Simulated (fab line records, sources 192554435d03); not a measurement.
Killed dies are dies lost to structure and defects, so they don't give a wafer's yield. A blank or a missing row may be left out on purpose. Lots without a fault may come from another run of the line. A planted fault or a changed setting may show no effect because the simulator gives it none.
fab line records | flow n5_finfet
record lots=24 wafers=72 last_day=20
route steps=1938 shown BEOL_M9@1463 BEOL_M10@1473 BEOL_M11@1540
lots that met no fault: from a run of the same line without faults
start_h: hours from the record's first day to the start of the lot's first wafer shown | wait_h: hours since the lot's step before | " the same as in the row above | L1.1+2: a row that stands for several wafers | - no value, or no start given | * or withheld: withheld | < > ~ a bound
route shown NAME@n: a module of which the file shows steps, and the number in the route of the first | usual: mean/standard deviation of fault-free wafers | same: alike in all rows | chamber/n: place in a boat | sites: the reading at each site | _std_site: their standard deviation | _edge_site: outer sites' mean less inner sites' | radius_mm: how far each site lies from the wafer's centre | mask NAME#n: copy n | behind: the tool/chamber that last shaped the wafer | hold: why the lot was held/for how many hours/how that ended | device: the transistor (n, p or np) that didn't switch | end of line: the same wafers' tests at the end of the route | a step without rows: its recipe alone | killed: dies lost to structure and defects at the first sort, not the wafer's yield | map: a wafer's dies, x killed, . not, _ none there
set.NAME: the setting as run; set.NAME@STEP: as run at that earlier step | model.NAME: the simulator's own value behind a step, which no gauge read
steps of the route over a sample of lots; a table a step, a row a wafer
services: from which hour (start_h, from the record's first day; less than 0 if before it) a tool's chamber was out of use, for how many hours, and why
## steps
# step N5_BEOL_M9_ANNEAL_51
# recipe temp_c=225 time_s=90 ambient=N2
# usual wafer_temp_C_max=226.0/0.4
# columns lot.wafer tool chamber start_h wait_h wafer_temp_C_max
L075.1 rtp_anneal-02 0 243.72 0.6 226.2
L075.5 " 0 " " 226.0
L075.6 " 0 " " 226.2
L074.2 rtp_anneal-01 0 247.97 0.1 225.7
L074.3 " 0 " " 225.8
L074.5 " 0 " " 226.0
L077.4 rtp_anneal-01 0 269.00 0.3 225.6
L077.5 " 0 " " 225.5
L077.6 " 0 " " 225.8
L076.2 rtp_anneal-01 0 270.09 0.1 225.3
L076.3 " 0 " " 225.6
L076.5 " 0 " " 225.6
L078.1 rtp_anneal-01 0 270.31 0.1 226.0
L078.2 " 0 " " 225.6
L078.6 " 0 " " 225.7
L079.3 rtp_anneal-01 0 270.67 0.2 225.4
L079.5 " 0 " " 225.3
L079.6 " 0 " " 225.5
L081.2 rtp_anneal-01 0 279.06 0.2 225.7
L081.5 " 0 " " 225.5
L081.6 " 0 " " 225.6
L082.2 rtp_anneal-02 0 279.49 0.4 226.2
L082.4 " 0 " " 226.1
L082.5 " 0 " " 226.5
L080.3 rtp_anneal-01 0 288.15 0.1 225.7
L080.4 " 0 " " 225.8
L080.6 " 0 " " 225.3
L083.2 rtp_anneal-02 0 309.29 0.4 226.0
L083.5 " 0 " " 225.8
L083.6 " 0 " " 226.0
L084.1 rtp_anneal-02 0 312.75 0.1 226.1
L084.3 " 0 " " 226.6
L084.4 " 0 " " 226.1
L085.1 rtp_anneal-02 0 330.16 0.9 226.2
L085.2 " 0 " " 226.3
L085.5 " 0 " " 226.3
L086.2 rtp_anneal-02 0 331.47 1.3 226.3
L086.4 " 0 " " 226.2
L086.6 " 0 " " 225.9
L087.2 rtp_anneal-02 0 333.96 0.7 226.0
L087.5 " 0 " " 226.5
L087.6 " 0 " " 226.2
L088.1 rtp_anneal-02 0 357.28 2.5 226.1
L088.2 " 0 " " 226.9
L088.4 " 0 " " 225.9
L089.1 rtp_anneal-02 0 366.07 2.1 226.2
L089.2 " 0 " " 226.1
L089.6 " 0 " " 226.6
L090.2 rtp_anneal-01 0 382.92 0.8 225.4
L090.4 " 0 " " 225.7
L090.6 " 0 " " 225.4
L094.2 rtp_anneal-02 0 383.94 0.6 226.7
L094.3 " 0 " " 226.6
L094.5 " 0 " " 227.4
L092.3 rtp_anneal-02 0 394.66 0.1 226.8
L092.4 " 0 " " 226.3
L092.5 " 0 " " 226.1
L093.1 rtp_anneal-01 0 395.32 0.1 225.7
L093.2 " 0 " " 225.4
L093.5 " 0 " " 225.9
L091.2 rtp_anneal-02 0 396.52 0.3 226.2
L091.4 " 0 " " 226.4
L091.6 " 0 " " 226.3
L095.1 rtp_anneal-01 0 398.14 0.2 225.7
L095.4 " 0 " " 225.7
L095.5 " 0 " " 225.6
L097.1 rtp_anneal-02 0 404.11 0.2 225.8
L097.4 " 0 " " 226.1
L097.6 " 0 " " 226.7
L096.1 rtp_anneal-02 0 415.72 0.2 226.0
L096.4 " 0 " " 226.6
L096.6 " 0 " " 226.3
# step N5_BEOL_M10_PECVD_70
# recipe material=SiO2 target_thk_a=200 temp_c=400 precursor=TEOS/O2 pressure_torr=5.5 rf_w=450 teos_flow_sccm=53.8 gas=O2 flow_sccm=3000 time_s=22.7
# usual heater_power_w=737/87 showerhead_plenum_p_Torr=8.79/0.05 throttle_valve_pct=22.2/1.4
# columns lot.wafer tool chamber start_h wait_h heater_power_w showerhead_plenum_p_Torr throttle_valve_pct
L075.1 pecvd-01 0 245.21 0.0 557 8.70 21.3
L075.5 " 0 " " 557 8.67 21.7
L075.6 " 1 " " 738 8.81 22.5
L074.2 pecvd-03 2 249.35 0.0 746 8.79 20.6
L074.3 " 0 " " 802 8.78 24.8
L074.5 " 1 " " 942 8.79 22.1
L077.4 pecvd-01 1 270.32 0.1 682 8.80 22.5
L077.5 " 0 " " 641 8.69 21.5
L077.6 " 2 " " 807 8.83 20.3
L076.2 pecvd-01 1 271.46 0.0 711 8.81 22.9
L076.3 " 0 " " 622 8.68 21.6
L076.5 " 1 " " 716 8.80 23.1
L078.1 pecvd-01 1 271.76 0.0 751 8.79 22.9
L078.2 " 2 " " 811 8.83 20.4
L078.6 " 1 " " 764 8.79 22.7
L079.3 pecvd-03 0 272.02 0.1 719 8.78 25.2
L079.5 " 0 " " 714 8.79 25.0
L079.6 " 2 " " 691 8.78 20.7
L081.2 pecvd-01 0 280.50 0.0 583 8.68 21.7
L081.5 " 2 " " 806 8.84 20.4
L081.6 " 0 " " 572 8.67 21.9
L082.2 pecvd-04 1 280.98 0.0 747 8.89 21.1
L082.4 " 2 " " 614 8.85 21.7
L082.5 " 0 " " 664 8.82 23.6
L080.3 pecvd-03 2 289.55 0.0 711 8.76 20.8
L080.4 " 2 " " 698 8.78 21.0
L080.6 " 1 " " 946 8.78 22.2
L083.2 pecvd-04 0 310.83 0.0 736 8.80 23.8
L083.5 " 0 " " 753 8.80 23.7
L083.6 " 2 " " 599 8.82 21.5
L084.1 pecvd-03 0 314.17 0.0 731 8.76 24.8
L084.3 " 1 " " 885 8.77 22.3
L084.4 " 1 " " 870 8.78 22.2
L085.1 pecvd-03 0 331.58 0.0 840 8.79 24.8
L085.2 " 2 " " 749 8.76 20.9
L085.5 " 0 " " 858 8.78 24.8
L086.2 pecvd-03 2 332.84 0.0 731 8.79 20.9
L086.4 " 2 " " 752 8.79 20.8
L086.6 " 0 " " 754 8.79 24.9
L087.2 pecvd-03 2 335.35 0.0 731 8.78 20.8
L087.5 " 1 " " 781 8.80 22.1
L087.6 " 0 " " 842 8.78 24.8
L088.1 pecvd-01 1 358.70 0.0 737 8.79 22.7
L088.2 " 2 " " 782 8.84 20.6
L088.4 " 2 " " 779 8.82 20.7
L089.1 pecvd-04 0 367.53 0.0 641 8.78 23.9
L089.2 " 2 " " 684 8.81 21.9
L089.6 " 2 " " 679 8.86 21.8
L090.2 pecvd-03 1 384.51 0.0 821 8.77 22.4
L090.4 " 0 " " 840 8.79 24.7
L090.6 " 2 " " 727 8.79 20.6
L094.2 pecvd-04 1 385.41 0.0 736 8.89 20.8
L094.3 " 2 " " 695 8.84 21.9
L094.5 " 0 " " 703 8.81 23.9
L092.3 pecvd-04 2 396.70 0.0 719 8.84 21.9
L092.4 " 2 " " 718 8.82 22.0
L092.5 " 0 " " 702 8.80 23.9
L093.1 pecvd-03 0 397.18 0.0 842 8.79 24.9
L093.2 " 2 " " 765 8.78 20.8
L093.5 " 0 " " 847 8.81 24.9
L091.2 pecvd-01 0 397.92 0.0 645 8.71 21.6
L091.4 " 0 " " 637 8.71 21.7
L091.6 " 1 " " 675 8.78 22.8
L095.1 pecvd-04 1 399.57 0.0 758 8.93 20.8
L095.4 " 1 " " 762 8.88 21.0
L095.5 " 0 " " 648 8.81 24.1
L097.1 pecvd-03 0 405.56 0.0 808 8.76 24.8
L097.4 " 0 " " 832 8.78 25.2
L097.6 " 2 " " 624 8.78 21.0
L096.1 pecvd-01 1 417.23 0.0 675 8.79 22.6
L096.4 " 1 " " 662 8.77 22.6
L096.6 " 0 " " 610 8.69 21.6
# step N5_BEOL_M10_ETCH_61
# recipe chemistry=CF4 target=SiARC target_depth_a=390 mask_material=CAR-ArF time_s=65 ion_energy_ev=80 pressure_mtorr=40 source_w=545 bias_w=36 Ar_flow_sccm=100 cf4_flow_sccm=100 ends=cleared
# usual chamber_pressure_mTorr=40.00/0.038 drypump_motor_current_A=5.51/0.23 etch_rf_on_time_s=65.4/0.99 oes_product_au=0.66/0.07 rf_vpp_V=183.8/1.2 showerhead_plenum_p_Torr=2.13/0.072 throttle_valve_pct=15.62/0.26
# columns lot.wafer tool chamber start_h wait_h chamber_pressure_mTorr drypump_motor_current_A etch_rf_on_time_s oes_product_au rf_hours_counter_h rf_vpp_V showerhead_plenum_p_Torr throttle_valve_pct
L075.1 rie_diel-03 2 247.73 0.0 40.04 5.60 65.9 0.62 169 181.9 1.97 15.72
L075.5 " 3 " " 40.03 5.30 65.5 0.70 - 184.5 2.17 15.80
L075.6 " 0 " " 39.98 5.42 67.3 0.60 - 183.9 2.13 15.67
L074.2 rie_diel-06 1 251.83 0.0 40.03 5.85 64.6 0.67 110 184.0 2.16 15.27
L074.3 " 2 " " 39.95 5.29 64.6 0.60 217 184.0 2.12 15.50
L074.5 " 0 " " 40.05 5.52 65.8 0.62 - 181.8 2.04 15.85
L077.4 rie_diel-06 1 270.98 0.0 40.02 5.84 64.9 0.66 117 184.8 2.16 15.30
L077.5 " 3 " " 39.99 5.33 65.4 0.65 - 183.1 2.14 15.75
L077.6 " 0 " " 40.01 5.54 66.2 0.60 - 182.8 2.04 15.84
L076.2 rie_diel-03 1 274.23 0.0 39.93 5.43 65.2 0.71 71 185.8 2.16 15.24
L076.3 " 0 " " 40.02 5.46 67.2 0.59 195 183.5 2.13 15.69
L076.5 " 2 " " 39.97 5.60 65.8 0.61 - 182.1 1.97 15.75
L078.1 rie_diel-05 2 274.45 0.0 40.00 5.91 67.8 0.59 230 184.2 2.12 15.59
L078.2 " 0 " " 40.00 5.11 65.8 0.61 199 184.8 2.21 16.00
L078.6 " 3 " " 40.04 5.60 65.1 0.73 - 184.0 2.18 15.52
L079.3 rie_diel-03 3 274.48 0.0 40.06 5.28 65.8 0.70 77 183.6 2.16 15.82
L079.5 " 2 " " 40.00 5.61 66.6 0.61 - 182.2 1.97 15.73
L079.6 " 3 " " 39.97 5.32 65.5 0.70 - 184.2 2.16 15.83
L081.2 rie_diel-05 2 283.23 0.0 39.91 5.90 67.4 0.59 233 184.5 2.12 15.61
L081.5 " 3 " " 40.02 5.61 65.4 0.73 - 184.3 2.18 15.51
L081.6 " 2 " " 40.01 5.91 67.8 0.59 - 183.2 2.12 15.60
L082.2 rie_diel-05 1 283.88 0.0 40.00 5.57 63.6 0.75 33 184.7 2.18 15.49
L082.4 " 2 " " 39.94 5.89 67.7 0.59 234 185.1 2.12 15.61
L082.5 " 0 " " 40.02 5.11 65.5 0.62 - 184.5 2.21 16.01
L080.3 rie_diel-06 3 292.07 0.0 39.97 5.28 64.3 0.64 169 184.0 2.14 15.76
L080.4 " 1 " " 40.00 5.86 63.6 0.66 - 184.2 2.16 15.28
L080.6 " 3 " " 40.04 5.33 65.1 0.64 - 183.4 2.14 15.76
L083.2 rie_diel-06 0 312.95 0.0 39.93 5.54 65.5 0.59 233 180.7 2.03 15.89
L083.5 " 0 " " 40.02 5.53 66.1 0.60 - 182.6 2.03 15.89
L083.6 " 1 " " 39.98 5.87 63.9 0.64 - 183.9 2.15 15.32
L084.1 rie_diel-05 2 316.19 0.0 39.99 5.88 66.8 0.58 246 184.7 2.11 15.63
L084.3 " 1 " " 39.98 5.51 62.9 0.75 45 184.7 2.18 15.50
L084.4 " 1 " " 40.04 5.53 63.1 0.75 - 184.3 2.18 15.51
L085.1 rie_diel-06 3 333.91 0.0 39.93 5.31 65.8 0.64 179 183.1 2.13 15.78
L085.2 " 0 " " 39.99 5.55 66.6 0.59 242 183.1 2.03 15.89
L085.5 " 3 " " 39.94 5.30 65.5 0.63 - 183.4 2.13 15.79
L086.2 rie_diel-06 2 334.19 0.0 40.03 5.28 64.9 0.59 238 183.7 2.11 15.54
L086.4 " 0 " " 40.03 5.54 65.9 0.59 242 182.8 2.02 15.91
L086.6 " 2 " " 40.09 5.29 65.3 0.59 - 183.9 2.11 15.54
L087.2 rie_diel-03 3 337.85 0.0 39.96 5.28 65.9 0.67 103 182.9 2.15 15.87
L087.5 " 1 " " 39.97 5.44 65.9 0.70 - 185.0 2.16 15.26
L087.6 " 2 " " 40.00 5.60 66.4 0.60 - 181.4 1.96 15.80
L088.1 rie_diel-03 1 359.66 0.0 40.00 5.47 66.1 0.69 100 184.0 2.15 15.30
L088.2 " 3 " " 40.07 5.30 65.9 0.66 108 183.8 2.15 15.88
L088.4 " 0 " " 40.01 5.45 67.3 0.59 216 184.8 2.12 15.72
L089.1 rie_diel-05 3 369.33 0.0 39.99 5.60 65.3 0.70 100 183.7 2.16 15.57
L089.2 " 2 " " 40.01 5.90 64.5 0.84 1 184.5 2.11 15.14
L089.6 " 3 " " 39.97 5.59 65.3 0.70 - 184.4 2.16 15.57
L090.2 rie_diel-06 0 388.27 0.0 40.02 5.54 64.8 0.82 5 185.9 2.27 15.45
L090.4 " 1 " " 40.08 5.85 64.5 0.62 - 183.8 2.15 15.36
L090.6 " 0 " " 39.98 5.54 65.1 0.82 - 185.2 2.27 15.44
L094.2 rie_diel-03 1 388.28 0.0 39.99 5.45 65.4 0.70 104 183.3 2.15 15.29
L094.3 " 2 " " 39.98 5.62 65.7 0.59 216 183.2 1.96 15.83
L094.5 " 2 " " 40.03 5.62 65.6 0.59 - 180.8 1.96 15.81
L092.3 rie_diel-05 2 398.99 0.0 40.01 5.93 65.0 0.79 14 184.0 2.11 15.16
L092.4 " 3 " " 40.01 5.64 65.3 0.69 - 184.1 2.16 15.59
L092.5 " 2 " " 39.96 5.91 65.3 0.79 - 183.6 2.11 15.17
L093.1 rie_diel-03 3 399.09 0.0 40.00 5.30 65.8 0.66 120 184.0 2.15 15.91
L093.2 " 2 " " 39.99 5.58 66.4 0.58 220 182.2 1.96 15.82
L093.5 " 1 " " 40.00 5.46 64.9 0.68 - 184.3 2.15 15.31
L091.2 rie_diel-06 2 399.16 0.0 40.03 5.28 64.8 0.86 3 183.0 2.11 15.08
L091.4 " 0 " " 39.97 5.53 65.4 0.80 - 183.8 2.27 15.43
L091.6 " 1 " " 40.03 5.87 65.8 0.61 - 183.8 2.14 15.39
L095.1 rie_diel-05 0 402.53 0.0 40.00 5.11 66.0 0.59 238 185.6 2.20 16.09
L095.4 " 3 " " 40.00 5.61 66.2 0.68 - 183.9 2.16 15.61
L095.5 " 0 " " 39.94 5.12 66.4 0.59 - 183.9 2.20 16.09
L097.1 rie_diel-06 0 406.38 0.0 40.01 5.52 64.4 0.80 12 185.0 2.27 15.45
L097.4 " 3 " " 40.00 5.31 65.2 0.62 207 184.0 2.12 15.84
L097.6 " 3 " " 39.96 5.32 65.1 0.62 - 183.7 2.12 15.84
L096.1 rie_diel-05 0 418.28 0.0 39.99 5.12 64.6 0.59 245 185.8 2.19 16.09
L096.4 " 3 " " 39.97 5.59 64.8 0.68 121 184.7 2.16 15.62
L096.6 " 0 " " 39.92 5.10 64.9 0.59 - 185.1 2.20 16.09
# step N5_BEOL_M10_STRIP_67
# recipe chemistry=CF4 resist=SiARC power_w=300 bias_power_w=75 pressure_mtorr=50 cf4_flow_sccm=150 rf_frequency_hz=6e+07
# usual bias_power_w=74.97/0.2 chamber_pressure_mTorr=50.00/0.046 drypump_motor_current_A=5.50/0.23 oes_product_au=0.77/0.078 rf_vpp_V=270.9/1.5 showerhead_plenum_p_Torr=1.79/0.06 throttle_valve_pct=13.60/0.27
# columns lot.wafer tool chamber start_h wait_h bias_power_w chamber_pressure_mTorr drypump_motor_current_A oes_product_au rf_hours_counter_h rf_vpp_V showerhead_plenum_p_Torr throttle_valve_pct
L075.1 rie_diel-03 2 247.92 0.0 74.95 50.03 5.59 0.74 169 268.4 1.66 13.73
L075.5 " 3 " " 74.70 50.05 5.31 0.83 - 271.5 1.82 13.75
L075.6 " 0 " " 74.75 49.97 5.43 0.72 - 271.4 1.79 13.67
L074.2 rie_diel-06 1 252.02 0.0 74.65 50.07 5.84 0.77 110 269.4 1.81 13.26
L074.3 " 2 " " 75.37 49.98 5.26 0.70 217 271.6 1.78 13.49
L074.5 " 0 " " 74.84 50.03 5.53 0.73 - 269.7 1.71 13.81
L077.4 rie_diel-06 1 271.17 0.0 75.09 50.03 5.83 0.77 117 269.5 1.81 13.25
L077.5 " 3 " " 74.74 49.96 5.33 0.76 - 271.4 1.79 13.70
L077.6 " 0 " " 74.77 49.93 5.51 0.73 - 270.2 1.70 13.84
L076.2 rie_diel-03 1 274.43 0.0 75.47 49.98 5.43 0.85 72 272.3 1.81 13.19
L076.3 " 0 " " 75.36 50.03 5.43 0.71 195 270.6 1.78 13.67
L076.5 " 2 " " 75.03 50.01 5.62 0.73 - 267.9 1.66 13.74
L078.1 rie_diel-05 2 274.65 0.0 75.29 50.06 5.91 0.71 230 271.1 1.77 13.61
L078.2 " 0 " " 74.73 50.02 5.11 0.73 199 271.5 1.86 14.01
L078.6 " 3 " " 74.75 50.03 5.59 0.86 - 271.4 1.83 13.48
L079.3 rie_diel-03 3 274.68 0.0 75.06 49.99 5.28 0.82 77 271.1 1.82 13.79
L079.5 " 2 " " 74.94 50.03 5.59 0.73 - 267.1 1.66 13.75
L079.6 " 3 " " 75.04 49.99 5.28 0.82 - 271.8 1.82 13.78
L081.2 rie_diel-05 2 283.42 0.0 75.18 50.08 5.88 0.70 233 270.1 1.77 13.60
L081.5 " 3 " " 75.19 50.08 5.58 0.85 - 270.9 1.83 13.48
L081.6 " 2 " " 74.80 49.93 5.88 0.70 - 270.8 1.77 13.59
L082.2 rie_diel-05 1 284.08 0.0 75.02 49.94 5.56 0.88 33 273.2 1.83 13.43
L082.4 " 2 " " 74.86 50.00 5.88 0.70 234 271.5 1.77 13.61
L082.5 " 0 " " 74.96 49.99 5.11 0.72 - 272.4 1.86 13.98
L080.3 rie_diel-06 3 292.27 0.0 75.01 49.95 5.29 0.76 169 271.5 1.79 13.74
L080.4 " 1 " " 74.95 50.08 5.87 0.76 - 270.9 1.81 13.28
L080.6 " 3 " " 75.00 50.06 5.29 0.77 - 272.2 1.79 13.75
L083.2 rie_diel-06 0 313.25 0.0 75.47 50.01 5.54 0.70 234 270.0 1.70 13.87
L083.5 " 0 " " 75.12 49.97 5.56 0.71 - 270.4 1.70 13.86
L083.6 " 1 " " 75.10 49.96 5.87 0.75 - 270.2 1.80 13.31
L084.1 rie_diel-05 2 316.39 0.0 75.06 49.97 5.89 0.69 246 269.6 1.77 13.64
L084.3 " 1 " " 75.10 49.96 5.58 0.86 45 271.7 1.83 13.46
L084.4 " 1 " " 75.18 50.01 5.55 0.86 - 272.0 1.83 13.45
L085.1 rie_diel-06 3 334.10 0.0 75.02 50.02 5.32 0.75 180 270.5 1.78 13.76
L085.2 " 0 " " 75.17 49.92 5.51 0.70 242 268.0 1.70 13.92
L085.5 " 3 " " 74.94 49.96 5.30 0.76 - 271.7 1.78 13.75
L086.2 rie_diel-06 2 334.38 0.0 74.56 50.03 5.27 0.69 238 271.1 1.77 13.55
L086.4 " 0 " " 74.78 49.96 5.53 0.70 242 268.7 1.70 13.90
L086.6 " 2 " " 74.56 50.04 5.25 0.69 - 272.2 1.77 13.56
L087.2 rie_diel-03 3 338.04 0.0 75.05 50.06 5.29 0.79 103 271.5 1.81 13.83
L087.5 " 1 " " 75.36 49.98 5.45 0.82 - 272.5 1.80 13.25
L087.6 " 2 " " 75.10 49.99 5.58 0.71 - 268.0 1.65 13.81
L088.1 rie_diel-03 1 359.85 0.0 74.96 50.02 5.41 0.81 100 270.9 1.80 13.27
L088.2 " 3 " " 75.13 50.04 5.26 0.79 108 271.2 1.81 13.85
L088.4 " 0 " " 75.32 50.03 5.43 0.71 216 269.5 1.78 13.73
L089.1 rie_diel-05 3 369.53 0.0 75.14 49.94 5.60 0.81 100 272.7 1.82 13.54
L089.2 " 2 " " 74.94 49.90 5.89 0.98 1 268.7 1.76 13.08
L089.6 " 3 " " 75.02 50.06 5.60 0.81 - 270.7 1.82 13.55
L090.2 rie_diel-06 0 388.46 0.0 74.86 49.94 5.54 0.96 5 273.7 1.90 13.36
L090.4 " 1 " " 74.92 50.06 5.88 0.73 - 272.1 1.80 13.37
L090.6 " 0 " " 74.78 50.01 5.52 0.96 - 273.7 1.90 13.33
L094.2 rie_diel-03 1 388.48 0.0 75.05 49.99 5.44 0.81 104 270.5 1.80 13.29
L094.3 " 2 " " 75.11 50.00 5.61 0.70 217 268.2 1.65 13.83
L094.5 " 2 " " 75.46 50.00 5.61 0.70 - 269.0 1.65 13.84
L092.3 rie_diel-05 2 399.19 0.0 75.16 49.92 5.91 0.91 14 270.5 1.76 13.12
L092.4 " 3 " " 74.95 50.07 5.61 0.80 - 271.5 1.81 13.57
L092.5 " 2 " " 75.08 49.99 5.89 0.92 - 270.3 1.76 13.09
L093.1 rie_diel-03 3 399.29 0.0 74.94 49.97 5.33 0.78 120 271.6 1.80 13.87
L093.2 " 2 " " 74.78 50.06 5.60 0.70 220 268.3 1.64 13.85
L093.5 " 1 " " 75.00 49.99 5.41 0.80 - 271.8 1.80 13.28
L091.2 rie_diel-06 2 399.36 0.0 74.80 49.98 5.26 1.00 3 271.4 1.76 13.04
L091.4 " 0 " " 74.66 49.95 5.52 0.94 - 272.8 1.90 13.36
L091.6 " 1 " " 74.97 50.01 5.87 0.72 - 271.2 1.80 13.39
L095.1 rie_diel-05 0 402.82 0.0 75.02 50.02 5.09 0.69 239 271.9 1.85 14.09
L095.4 " 3 " " 75.07 49.98 5.59 0.80 - 270.3 1.81 13.59
L095.5 " 0 " " 74.91 49.92 5.11 0.69 - 273.2 1.85 14.09
L097.1 rie_diel-06 0 406.57 0.0 74.97 50.00 5.55 0.93 12 273.9 1.90 13.37
L097.4 " 3 " " 74.75 49.96 5.32 0.73 207 269.5 1.78 13.82
L097.6 " 3 " " 75.25 50.05 5.29 0.73 - 273.0 1.78 13.82
L096.1 rie_diel-05 0 418.48 0.0 74.82 49.99 5.12 0.70 245 271.1 1.84 14.08
L096.4 " 3 " " 75.02 49.99 5.58 0.80 121 272.0 1.81 13.60
L096.6 " 0 " " 75.14 50.07 5.10 0.69 - 271.6 1.84 14.09
# step N5_BEOL_M10_SURFACE_TREAT_76
# recipe gas=Ar time_s=* ion_energy_ev=* ion_current_ma_cm2=0.5 pressure_mtorr=* ar_flow_sccm=30
# usual throttle_valve_pct=*
# columns lot.wafer tool chamber start_h wait_h throttle_valve_pct
L075.1 pvd_sputter-01 - 259.31 0.2 *
L075.5 " - " " *
L075.6 " - " " *
L074.2 pvd_sputter-01 - 259.81 0.3 *
L074.3 " - " " *
L074.5 " - " " *
L077.4 pvd_sputter-01 - 278.13 0.2 *
L077.5 " - " " *
L077.6 " - " " *
L079.3 pvd_sputter-01 - 278.57 0.2 *
L079.5 " - " " *
L079.6 " - " " *
L078.1 pvd_sputter-01 - 278.85 0.2 *
L078.2 " - " " *
L078.6 " - " " *
L076.2 pvd_sputter-02 - 278.87 0.2 *
L076.3 " - " " *
L076.5 " - " " *
L081.2 pvd_sputter-02 - 287.06 0.2 *
L081.5 " - " " *
L081.6 " - " " *
L082.2 pvd_sputter-01 - 287.80 0.3 *
L082.4 " - " " *
L082.5 " - " " *
L080.3 pvd_sputter-02 - 297.35 0.2 *
L080.4 " - " " *
L080.6 " - " " *
L083.2 pvd_sputter-01 - 316.02 0.2 *
L083.5 " - " " *
L083.6 " - " " *
L084.1 pvd_sputter-02 - 319.82 0.4 *
L084.3 " - " " *
L084.4 " - " " *
L085.1 pvd_sputter-03 - 337.62 0.2 *
L085.2 " - " " *
L085.5 " - " " *
L086.2 pvd_sputter-03 - 337.94 0.2 *
L086.4 " - " " *
L086.6 " - " " *
L087.2 pvd_sputter-02 - 341.50 0.2 *
L087.5 " - " " *
L087.6 " - " " *
L088.1 pvd_sputter-01 - 363.75 0.2 *
L088.2 " - " " *
L088.4 " - " " *
L089.1 pvd_sputter-02 - 372.83 0.2 *
L089.2 " - " " *
L089.6 " - " " *
L094.2 pvd_sputter-02 - 392.29 0.2 *
L094.3 " - " " *
L094.5 " - " " *
L090.2 pvd_sputter-03 - 392.51 0.2 *
L090.4 " - " " *
L090.6 " - " " *
L091.2 pvd_sputter-02 - 403.46 0.2 *
L091.4 " - " " *
L091.6 " - " " *
L093.1 pvd_sputter-02 - 404.02 0.2 *
L093.2 " - " " *
L093.5 " - " " *
L092.3 pvd_sputter-02 - 404.08 0.2 *
L092.4 " - " " *
L092.5 " - " " *
L095.1 pvd_sputter-03 - 405.84 0.2 *
L095.4 " - " " *
L095.5 " - " " *
L097.1 pvd_sputter-03 - 411.22 0.2 *
L097.4 " - " " *
L097.6 " - " " *
L096.1 pvd_sputter-01 - 423.08 0.2 *
L096.4 " - " " *
L096.6 " - " " *
# step N5_BEOL_M11_HM_DEP_02
# recipe material=TiN target_thk_a=200 temp_c=25 chamber_pressure_pa=0.49996
# usual throttle_valve_pct=30.2/1.4
# columns lot.wafer tool chamber start_h wait_h throttle_valve_pct
L075.1 pvd_sputter-02 - 261.57 0.3 29.5
L075.5 " - " " 29.3
L075.6 " - " " 29.2
L074.2 pvd_sputter-02 - 261.79 0.1 29.4
L074.3 " - " " 29.6
L074.5 " - " " 32.2
L077.4 pvd_sputter-02 - 282.39 2.2 32.5
L077.5 " - " " 29.5
L077.6 " - " " 29.0
L079.3 pvd_sputter-02 - 283.01 1.7 29.6
L079.5 " - " " 29.1
L079.6 " - " " 29.2
L076.2 pvd_sputter-02 - 283.21 1.7 29.3
L076.3 " - " " 29.4
L076.5 " - " " 29.3
L078.1 pvd_sputter-02 - 283.41 1.6 29.2
L078.2 " - " " 29.4
L078.6 " - " " 29.2
L081.2 pvd_sputter-01 - 291.16 2.1 29.2
L081.5 " - " " 32.7
L081.6 " - " " 29.6
L082.2 pvd_sputter-01 - 291.84 0.7 32.9
L082.4 " - " " 29.3
L082.5 " - " " 33.1
L080.3 pvd_sputter-01 - 301.08 1.2 32.6
L080.4 " - " " 29.8
L080.6 " - " " 32.8
L083.2 pvd_sputter-02 - 319.26 1.1 29.3
L083.5 " - " " 29.3
L083.6 " - " " 32.2
L084.1 pvd_sputter-02 - 323.10 0.6 29.4
L084.3 " - " " 28.9
L084.4 " - " " 32.4
L085.1 pvd_sputter-02 - 340.62 0.8 29.4
L085.2 " - " " 29.2
L085.5 " - " " 29.7
L086.2 pvd_sputter-02 - 343.65 1.6 29.5
L086.4 " - " " 32.1
L086.6 " - " " 29.2
L087.2 pvd_sputter-02 - 346.64 1.3 29.2
L087.5 " - " " 29.0
L087.6 " - " " 32.4
L088.1 pvd_sputter-01 - 368.97 0.9 29.7
L088.2 " - " " 28.1
L088.4 " - " " 29.5
L089.1 pvd_sputter-03 - 378.30 1.6 30.2
L089.2 " - " " 32.7
L089.6 " - " " 29.5
L094.2 pvd_sputter-02 - 395.99 0.1 32.1
L094.3 " - " " 29.0
L094.5 " - " " 32.2
L090.2 pvd_sputter-03 - 398.21 1.9 31.0
L090.4 " - " " 29.0
L090.6 " - " " 29.3
L091.2 pvd_sputter-03 - 405.74 0.2 32.4
L091.4 " - " " 31.0
L091.6 " - " " 29.8
L093.1 pvd_sputter-03 - 408.20 2.1 29.4
L093.2 " - " " 32.4
L093.5 " - " " 32.5
L092.3 pvd_sputter-01 - 410.01 3.5 28.3
L092.4 " - " " 29.4
L092.5 " - " " 32.8
L095.1 pvd_sputter-02 - 410.52 2.8 29.8
L095.4 " - " " 32.5
L095.5 " - " " 29.2
L097.1 pvd_sputter-02 - 414.43 0.1 29.3
L097.4 " - " " 29.7
L097.6 " - " " 29.2
L096.1 pvd_sputter-02 - 426.25 0.7 28.9
L096.4 " - " " 29.4
L096.6 " - " " 29.2
## services
# columns tool chamber start_h hours kind
rtp_anneal-01 - 258.67 1.0 pm
pecvd-03 1 271.19 2.1 repair
pecvd-01 1 276.93 5.8 repair
pecvd-03 0 276.97 8.1 repair
rie_diel-06 2 285.04 20.5 repair
pecvd-04 - 289.99 14.6 pm
rie_diel-03 1 290.99 9.8 repair
rie_diel-05 0 297.70 19.9 repair
rie_diel-06 0 300.01 1.3 repair
rie_diel-06 3 303.75 16.3 repair
pecvd-04 - 309.82 0.5 repair
rie_diel-06 2 311.68 4.3 repair
rie_diel-06 - 315.30 0.9 repair
rie_diel-05 1 340.08 4.4 repair
rie_diel-05 2 342.03 3.2 repair
rie_diel-06 0 358.73 - clean
rie_diel-06 0 358.73 - consumable_replace:focus_ring
pecvd-04 2 358.74 6.5 repair
rie_diel-03 1 369.64 16.3 repair
pecvd-01 2 373.13 10.6 repair
rie_diel-05 1 387.25 21.5 repair
rie_diel-06 3 398.74 2.8 repair
rtp_anneal-01 - 409.94 3.4 pm
rie_diel-03 3 417.16 6.7 repair
## key
fault none
